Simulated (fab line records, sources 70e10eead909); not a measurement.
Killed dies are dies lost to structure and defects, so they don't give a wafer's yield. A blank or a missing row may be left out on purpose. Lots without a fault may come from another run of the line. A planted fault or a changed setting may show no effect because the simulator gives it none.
fab line records | flow nand_harc
record lots=6 wafers=18 last_day=33
route steps=1302 shown A_DECK1_JOINT@530 END@1302
lots that met no fault: from a run of the same line without faults
start_h: hours from the record's first day to the start of the lot's first wafer shown | wait_h: hours since the lot's step before | " the same as in the row above | L1.1+2: a row that stands for several wafers | - no value, or no start given | * or withheld: withheld | < > ~ a bound
route shown NAME@n: a module of which the file shows steps, and the number in the route of the first | usual: mean/standard deviation of fault-free wafers | same: alike in all rows | chamber/n: place in a boat | sites: the reading at each site | _std_site: their standard deviation | _edge_site: outer sites' mean less inner sites' | radius_mm: how far each site lies from the wafer's centre | mask NAME#n: copy n | behind: the tool/chamber that last shaped the wafer | hold: why the lot was held/for how many hours/how that ended | device: the transistor (n, p or np) that didn't switch | end of line: the same wafers' tests at the end of the route | a step without rows: its recipe alone | killed: dies lost to structure and defects at the first sort, not the wafer's yield | map: a wafer's dies, x killed, . not, _ none there
set.NAME: the setting as run; set.NAME@STEP: as run at that earlier step | model.NAME: the simulator's own value behind a step, which no gauge read
lots at some steps of the route; a table a step, a row a wafer
services: from which hour (start_h, from the record's first day; less than 0 if before it) a tool's chamber was out of use, for how many hours, and why
## steps
# step NHARC_A_DECK1_JOINT_ETCHBACK_00
# recipe target_depth_a=300 time_s=17.4 hbr_flow_sccm=150 rf_w=350 icp_w=350 bias_w=60 chemistry=HBr
# usual drypump_motor_current_A=5.7/0.52 hbr_flow_sccm=150.1/0.45 he_backside_leak_sccm=2.62/0.19 oes_product_au=0.997/0.0078 throttle_valve_pct=23.266/0.0092
# same time_s=17.4
# columns lot.wafer tool chamber start_h wait_h drypump_motor_current_A hbr_flow_sccm he_backside_leak_sccm oes_product_au rf_hours_counter_h throttle_valve_pct
L736.1 rie_si-04 1 271.58 0.1 5.1 151.1 2.95 1.008 0.60 23.274
L736.2 " 0 " " 5.9 149.5 2.47 0.981 0.66 23.270
L736.5 " 1 " " 5.1 150.4 2.86 1.005 - 23.272
L741.4 rie_si-06 2 307.05 0.1 5.5 150.3 2.49 0.996 0.25 23.275
L741.2 " 3 " " 6.1 148.7 2.97 0.991 0.26 23.285
L741.5 " 1 " " 6.1 150.1 2.52 0.989 - 23.260
L744.3 rie_si-01 2 334.05 0.1 6.5 150.5 2.70 0.995 0.76 23.276
L744.1 " 3 " " 5.2 150.9 2.41 0.991 0.66 23.258
L744.6 " 1 " " 5.8 150.6 2.39 1.004 - 23.266
L750.3 rie_si-04 2 396.30 0.1 5.0 150.3 2.63 1.003 0.26 23.271
L750.1 " 0 " " 5.9 149.6 2.44 0.997 0.33 23.271
L750.4 " 1 " " 5.1 150.8 2.74 1.023 0.33 23.271
L753.2 rie_si-01 3 440.67 0.1 5.1 149.8 2.43 0.996 0.48 23.292
L753.4 " 0 " " 6.2 149.3 2.77 0.988 0.31 23.272
L753.1 " 2 " " 6.5 150.1 2.67 0.993 0.52 23.265
L756.3 rie_si-01 3 467.37 0.1 5.1 150.0 2.96 0.988 0.69 23.271
L756.1 " 0 " " 6.2 150.1 3.06 0.986 0.51 23.256
L756.6 " 0 " " 6.2 150.9 2.90 0.985 - 23.273
# step NHARC_A_DECK1_JOINT_PRECLEAN_30
# recipe time_s=* temp_c=50 bath_age_min=0 chemistry=SC1
# step NHARC_A_DECK1_JOINT_SRD_31
# step NHARC_A_DECK1_JOINT_CVD_34
# recipe target_thk_a=200 temp_c=700 pressure_mtorr=300 material=SiNx
# step NHARC_A_DECK1_JOINT_DEP_06
# recipe target_thk_a=800 temp_c=65 material=SiOx
# step NHARC_A_DECK1_JOINT_CURE_26
# recipe temp_c=150 time_s=32 pressure_atm=0.395
# step NHARC_A_DECK1_JOINT_ANNEAL_27
# recipe temp_c=400 time_s=3600 idle_temp_c=300 ramp_up_c_per_min=10 densification_p_h2o_torr=640
# step NHARC_A_DECK1_JOINT_ANNEAL_28
# recipe temp_c=500 time_s=1800 idle_temp_c=400 ramp_up_c_per_min=10 densification_p_h2o_torr=640
# step NHARC_A_DECK1_JOINT_ANNEAL_29
# recipe temp_c=750 time_s=1800 idle_temp_c=500 ramp_up_c_per_min=10 ramp_down_c_per_min=3
# step NHARC_A_DECK1_JOINT_CMP_02
# recipe material=SiOx
# usual motor_current_A=12.0/0.99 slurry_flow_ml_min=150.0/0.47
# columns lot.wafer tool chamber start_h wait_h motor_current_A slurry_flow_ml_min
L736.1 cmp-02 1 297.76 0.4 12.4 150.1
L736.2 " 2 " " 12.5 149.7
L736.5 " 2 " " 12.4 150.2
L741.2 cmp-03 3 328.45 0.4 12.8 150.1
L741.4 " 1 " " 11.5 148.8
L741.5 " 0 " " 10.1 150.2
L744.3 cmp-03 1 363.05 0.4 11.7 150.3
L744.1 " 2 " " 12.5 151.2
L744.6 " 0 " " 10.2 149.8
L750.1 cmp-02 2 423.08 0.4 12.7 149.1
L750.3 " 0 " " 11.9 149.7
L750.4 " 1 " " 11.7 150.8
L753.2 cmp-02 2 462.45 0.4 13.0 149.9
L753.4 " 3 " " 12.3 150.0
L753.1 " 0 " " 11.2 149.6
L756.1 cmp-03 0 491.77 0.4 11.3 150.6
L756.3 " 1 " " 11.9 149.9
L756.6 " 3 " " 13.4 150.4
# step NHARC_A_DECK1_JOINT_SRD_15
# step NHARC_A_DECK1_JOINT_DEP_16
# recipe target_thk_a=450 temp_c=400 pressure_torr=6.5 rf_w=900 teos_flow_sccm=161.4 flow_sccm=2650 target_thk_nm=45 gas=O2 material=SiO2
# usual heater_power_w=513/76 throttle_valve_pct=16.1/0.49
# columns lot.wafer tool chamber start_h wait_h heater_power_w throttle_valve_pct
L736.1 pecvd-02 1 298.35 0.3 388 15.8
L736.2 " 2 " " 697 15.9
L736.5 " 1 " " 391 15.8
L741.2 pecvd-04 2 328.87 0.1 502 16.2
L741.5 " 2 " " 363 15.9
L741.4 " 0 " " 422 16.7
L744.1 pecvd-04 0 363.41 0.1 531 16.7
L744.3 " 1 " " 512 16.6
L744.6 " 2 " " 463 16.4
L750.1 pecvd-01 2 423.50 0.1 588 14.8
L750.3 " 0 " " 626 15.8
L750.4 " 0 " " 622 15.7
L753.2 pecvd-04 0 463.02 0.3 549 16.1
L753.1 " 2 " " 523 15.9
L753.4 " 0 " " 562 16.2
L756.3 pecvd-01 0 492.13 0.1 567 16.2
L756.1 " 1 " " 587 15.8
L756.6 " 2 " " 637 15.4
# step NHARC_A_DECK1_JOINT_THK_MEAS_17
# recipe thk_meas_gauge=ellipsometry
# usual thk_nm=45.2/1.1
# columns lot.wafer tool chamber start_h wait_h thk_nm
L736.1 film_metro-01 - 298.60 0.2 44.7
L736.2 " - " " 45.3
L736.5 " - " " 45.4
L741.2 film_metro-01 - 329.12 0.2 26.8
L741.4 " - " " 46.2
L741.5 " - " " 28.6
L744.1 film_metro-01 - 363.69 0.3 44.9
L744.3 " - " " 44.8
L744.6 " - " " 27.1
L750.1 film_metro-02 - 423.75 0.2 45.1
L750.3 " - " " 44.5
L750.4 " - " " 45.9
L753.1 film_metro-01 - 463.39 0.3 44.6
L753.2 " - " " 43.8
L753.4 " - " " 44.8
L756.1 film_metro-02 - 492.42 0.2 46.6
L756.3 " - " " 44.6
L756.6 " - " " 46.0
# step NHARC_A_DECK1_JOINT_INSPECT_05
# usual raw_defect_count=269/89
# columns lot.wafer tool chamber start_h wait_h raw_defect_count
L736.1 defect_inspect-01 - 298.64 0.0 235
L736.2 " - " " 356
L736.5 " - " " 224
L741.2 defect_inspect-02 - 329.16 0.0 287
L741.4 " - " " 289
L741.5 " - " " 156
L744.1 defect_inspect-02 - 363.73 0.0 229
L744.3 " - " " 429
L744.6 " - " " 204
L750.1 defect_inspect-01 - 423.79 0.0 252
L750.3 " - " " 169
L750.4 " - " " 386
L753.1 defect_inspect-01 - 463.43 0.0 206
L753.2 " - " " 173
L753.4 " - " " 165
L756.1 defect_inspect-01 - 492.45 0.0 314
L756.3 " - " " 179
L756.6 " - " " 156
# step NHARC_END_SORT_01
# recipe temp_c=25
# usual killed_at_array=50/17 killed_at_other=0.7/1 killed_at_periphery=3.4/2.4 killed_dies=54/17 killed_open=3.3/1.7 killed_short=2.5/1.6
# same gross_dies=677
# columns lot.wafer tool chamber start_h wait_h killed_at_array killed_at_other killed_at_periphery killed_dies killed_open killed_short
L750.1 prober-01 0 707.89 2.5 46 0 6 52 7 3
L750.3 prober-01 0 709.48 3.1 37 2 5 44 1 2
L750.4 prober-01 0 710.27 3.4 43 2 2 47 3 2
# killed by level:class
L750.1 A_CHANNEL_HOLE_D2:chamber_film_flake=17 A_CHANNEL_HOLE_D1:chamber_film_flake=8 A_CHANNEL_FILL_D1:geometric_particle:open=3 A_CHANNEL_FILL_D1:chamber_film_flake=3 P_STI:chamber_film_flake=2 A_SLIT:chamber_film_flake=2 A_WL_FILL:chamber_film_flake=2 A_CONTACT:chamber_film_flake=2
L750.3 A_CHANNEL_HOLE_D2:chamber_film_flake=10 A_CHANNEL_HOLE_D1:chamber_film_flake=6 A_STAIRCASE:chamber_film_flake=5 A_WL_FILL:chamber_film_flake=4 A_CONTACT:chamber_film_flake=4 P_GATE:chamber_film_flake=3 A_SLIT:chamber_film_flake=3 P_CONTACT:chamber_film_flake=2
L750.4 A_CHANNEL_HOLE_D2:chamber_film_flake=11 A_CHANNEL_HOLE_D1:chamber_film_flake=6 A_SLIT:chamber_film_flake=5 A_STAIRCASE:chamber_film_flake=4 A_WL_FILL:chamber_film_flake=4 A_CHANNEL_FILL_D1:chamber_film_flake=3 A_CONTACT:chamber_film_flake=3 A_ONON_D1:geometric_particle:open=1
## services
# columns tool chamber start_h hours kind
rie_si-01 3 248.16 14.9 repair
cmp-02 - 259.69 1.6 repair
cmp-03 - 260.00 4.0 pm
pecvd-04 - 269.02 13.0 pm
rie_si-04 0 279.06 1.5 repair
cmp-02 - 282.26 1.4 repair
cmp-02 - 304.85 2.1 repair
pecvd-01 - 322.10 13.0 pm
rie_si-01 - 324.12 0.2 repair
cmp-02 - 330.51 4.0 pm
rie_si-04 - 342.00 9.0 pm
cmp-03 - 358.00 4.0 pm
cmp-02 - 364.08 0.3 repair
cmp-02 - 368.08 1.1 repair
pecvd-01 - 369.58 0.8 repair
rie_si-01 - 370.00 9.0 pm
rie_si-04 - 381.21 0.2 repair
rie_si-01 0 395.05 3.1 repair
cmp-02 - 428.51 4.0 pm
rie_si-01 1 432.04 0.9 repair
rie_si-04 3 439.03 2.8 repair
pecvd-04 - 450.02 13.0 pm
cmp-03 - 456.00 4.0 pm
cmp-02 - 483.73 1.7 repair
## key
first_sign step=NHARC_A_DECK1_JOINT_THK_MEAS_17 reading=thk_nm direction=down sigmas=16 usual=45.2 struck=27.5
effect none on later readings
met_at NHARC_A_DECK1_JOINT_DEP_16
struck_wafers L741.2,L741.5,L744.6
tester_left_out L741,L744
fault kind=process_parameter_drift tool=pecvd-04 chamber=2 onset_h=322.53 steps=NHARC_A_DECK1_JOINT_DEP_16 channel=target_thk_nm offset=-16.649 shape=step end_h=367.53 acts_in=these_recipes_only stated=45
# tester_left_out: of these lots the tester's yield and bins aren't shown, on N5 and GAA mostly nor the transistor test; their killed dies are dies lost to structure and defects alone, not to doping, threshold or leakage, so they don't give the yield
